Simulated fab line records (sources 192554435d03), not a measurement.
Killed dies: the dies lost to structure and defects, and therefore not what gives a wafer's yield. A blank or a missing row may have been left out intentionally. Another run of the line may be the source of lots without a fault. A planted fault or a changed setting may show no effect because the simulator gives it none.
Split-lot trial | flow n5Finfet | route with 1938 steps; 7 lots, 39 wafers read

== THE SPLIT ==
At N5_BEOL_M4_ILD_DEP_00 (deposits SiOC from DEMS/O2, target thk 79 nm, time 15.3 s), the setting targetThkA was moved away from the recipe's 790 angstrom on 18 of the 39 wafers read, by -58.3% to +31.3%. All remaining wafers had this setting at the recipe value.

Between the split and the reading, the file records no step.

== THE READING ==
Values of M4_ILD_THK in nm from N5_BEOL_M4_THK_MEAS_01. Fault-free wafers of this fab line usually give 78.9 nm, standard deviation 0.89 nm.

wafer  | tool, chamber at the split | targetThkA as run, angstrom | against the recipe | M4_ILD_THK, nm | against lot-mates on the recipe
L075.1 | pecvd-01, 2                | 590.5                       | -25.3%             | 57.5           | -20.5
L075.2 | pecvd-01, 1                | 790                         | recipe             | 77.3           | -
L075.3 | pecvd-01, 0                | 790                         | recipe             | 78.2           | -
L075.4 | pecvd-01, 2                | 590.5                       | -25.3%             | 59.6           | -18.4
L075.5 | pecvd-01, 0                | 590.5                       | -25.3%             | 58.8           | -19.2
L075.6 | pecvd-01, 1                | 790                         | recipe             | 78.5           | -
L076.1 | pecvd-03, 1                | 445                         | -43.7%             | 44.3           | -35.1
L076.2 | pecvd-03, 2                | 790                         | recipe             | 79.9           | -
L076.3 | pecvd-03, 2                | 790                         | recipe             | 79.7           | -
L076.4 | pecvd-03, 1                | 445                         | -43.7%             | 45.3           | -34.1
L076.5 | pecvd-03, 2                | 445                         | -43.7%             | 45.5           | -33.9
L076.6 | pecvd-03, 1                | 790                         | recipe             | 78.6           | -
L078.1 | pecvd-03, 2                | 437.5                       | -44.6%             | 42.4           | -36.8
L078.2 | pecvd-03, 0                | 437.5                       | -44.6%             | 42.8           | -36.4
L078.3 | pecvd-03, 1                | 790                         | recipe             | 77.5           | -
L078.4 | pecvd-03, 2                | 790                         | recipe             | 79.7           | -
L078.5 | pecvd-03, 1                | 790                         | recipe             | 80.3           | -
L078.6 | pecvd-03, 0                | 437.5                       | -44.6%             | 43.7           | -35.5
L087.3 | pecvd-03, 1                | 790                         | recipe             | 77.7           | -
L087.4 | pecvd-03, 0                | 790                         | recipe             | 79.3           | -
L087.6 | pecvd-03, 2                | 790                         | recipe             | 80.1           | -
L088.1 | pecvd-03, 0                | 329.7                       | -58.3%             | 33.0           | -47.1
L088.2 | pecvd-03, 1                | 329.7                       | -58.3%             | 33.4           | -46.7
L088.3 | pecvd-03, 2                | 790                         | recipe             | 79.6           | -
L088.4 | pecvd-03, 1                | 790                         | recipe             | 79.6           | -
L088.5 | pecvd-03, 2                | 790                         | recipe             | 81.0           | -
L088.6 | pecvd-03, 0                | 329.7                       | -58.3%             | 33.0           | -47.1
L090.1 | pecvd-03, 2                | 1037                        | +31.3%             | 103.4          | +24.3
L090.2 | pecvd-03, 1                | 790                         | recipe             | 78.5           | -
L090.3 | pecvd-03, 0                | 790                         | recipe             | 78.4           | -
L090.4 | pecvd-03, 2                | 790                         | recipe             | 80.4           | -
L090.5 | pecvd-03, 1                | 1037                        | +31.3%             | 104.8          | +25.7
L090.6 | pecvd-03, 0                | 1037                        | +31.3%             | 105.1          | +26.0
L093.1 | pecvd-03, 2,0              | 645.4                       | -18.3%             | 63.7           | -14.3
L093.2 | pecvd-03, 2,0              | 645.4                       | -18.3%             | 63.5           | -14.5
L093.3 | pecvd-03, 1                | 790                         | recipe             | 77.4           | -
L093.4 | pecvd-03, 2                | 645.4                       | -18.3%             | 63.9           | -14.1
L093.5 | pecvd-03, 0,1              | 790                         | recipe             | 78.4           | -
L093.6 | pecvd-03, 0,1              | 790                         | recipe             | 78.3           | -
Rows listing several chambers each stand for several wafers; the file does not say which wafer went through which chamber.

THE FIT
A straight line over all 39 wafers: M4_ILD_THK changes by +0.796 nm for each +1% of targetThkA; r = +1.00; the points scatter about the line by 0.98 nm.
The same after taking each lot's own level away (the mean of its wafers on the recipe; 39 wafers): +0.802 nm for each +1%; r = +1.00; scatter 0.8 nm.
The reading moves by 47 nm for the largest change in targetThkA, on that fit.
Across the lots, their own levels run from 78.00 to 80.07 nm, a range of 2.3 times the standard deviation given above.
The two slopes are in agreement: the lot-to-lot level therefore moves the slope only a little.
Check: -46.5 nm against its lot-mates is what the line predicts for one of the wafers moved furthest among these (-58.3%) when that wafer is left out of the fit. Against them it came out at -47.1 nm.

== OTHER SPLITS ON THESE WAFERS ==
Other splits were also applied to these wafers ahead of the reading. Each is held against what the fit with the lots' levels taken away leaves over:
other split on the same wafers         | wafers away from the commonest value | r with M4_ILD_THK (lot level and that fit taken away)
N5_FIN_CUT_CUT_ETCH_15 targetDepthA    | 12                                   | -0.14
N5_SD_EPI_N_EPI_21 epiGrowthTimeS      | 9                                    | +0.01
N5_SDB_ALD_29 aldCycles                | 9                                    | -0.10
N5_MOL_CONTACT_COAG_ETCHBACK_135 timeS | 15                                   | +0.18
N5_BEOL_M1_PECVD_72 timeS              | 15                                   | -0.07

== THE WHOLE CHAIN: every reading that the file lists as answering this split, in the file's order ==
step                   | what it does                                              | reading                                                                           | change (the file's fit)             | r (the file's)
N5_BEOL_M4_ILD_DEP_00  | deposits SiOC from DEMS/O2, target thk 79 nm, time 15.3 s | SiOC_of_BEOL_M4_ILD_DEP_00.thkNm (the simulator's own value, which no gauge read) | +0.8 nm for each +1% of the setting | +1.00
N5_BEOL_M4_THK_MEAS_01 |                                                           | M4_ILD_THK                                                                        | +0.8 for each +1% of the setting    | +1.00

== THE FILE'S OWN FIT ==
M4_ILD_THK changes by +0.8 nm for each +1% of targetThkA, r = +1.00.
